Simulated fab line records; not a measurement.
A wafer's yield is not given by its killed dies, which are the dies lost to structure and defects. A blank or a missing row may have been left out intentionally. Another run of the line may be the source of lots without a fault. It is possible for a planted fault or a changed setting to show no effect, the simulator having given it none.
Which of the tools did it? / flow n5-finfet / route of 1938 steps, sampled at 1 step: 10 lots, 30 wafers

== WHAT EACH GAUGE READ, for each wafer ==
N5_GATE_CUT_OVL_MEAS_14.
lot=L766; measured=day 4 15:40; on=overlay-01; GATE_CUT_OVL (nm)=-1.0 0.2 -0.7
lot=L770; measured=day 5 17:11; on=overlay-02; GATE_CUT_OVL (nm)=-1.5 0.1 -0.2
lot=L772; measured=day 6 06:41; on=overlay-01; GATE_CUT_OVL (nm)=-0.2 -1.2 0.5
lot=L775; measured=day 7 00:42; on=overlay-02; GATE_CUT_OVL (nm)=-1.5 -0.9 -0.7
lot=L777; measured=day 7 14:37; on=overlay-01; GATE_CUT_OVL (nm)=0.5 0.5 0.3
lot=L778; measured=day 7 16:36; on=overlay-02; GATE_CUT_OVL (nm)=-0.3 -0.4 -0.9
lot=L779; measured=day 8 00:02; on=overlay-01; GATE_CUT_OVL (nm)=-0.2 -0.7 0.4
lot=L784; measured=day 9 04:32; on=overlay-02; GATE_CUT_OVL (nm)=-0.7 -0.7 0.4
lot=L785; measured=day 9 11:17; on=overlay-01; GATE_CUT_OVL (nm)=-0.3 0.5 0.1
lot=L788; measured=day 10 04:12; on=overlay-01; GATE_CUT_OVL (nm)=0.4 0.6 0.5

== EACH LOT AND THE TOOL THAT RAN IT (in order: tool; ch and the chambers of the sampled wafers; start) ==
There is no process step in the record ahead of these readings.

== THE ANSWER, worked out from the rows above alone ==
Rule: the usual values come from the lots themselves. The widest of any qualifying gaps counts: lots, ordered by their means at a reading, are off when they make up no more than a third of the lots, leave a main group of 4 or more, and stand apart from it by 3 or more times the standard deviation of that group's means. Not used: any main group whose means are identical at the precision the tables above print for the reading. A lot without any number at a reading at which 4 lots or more have one is off too. The other lots that the step has rows for count as sound.
Nothing can be told from this: no lot is off at any reading shown.

== WHAT THE SIMULATOR PUT IN ==
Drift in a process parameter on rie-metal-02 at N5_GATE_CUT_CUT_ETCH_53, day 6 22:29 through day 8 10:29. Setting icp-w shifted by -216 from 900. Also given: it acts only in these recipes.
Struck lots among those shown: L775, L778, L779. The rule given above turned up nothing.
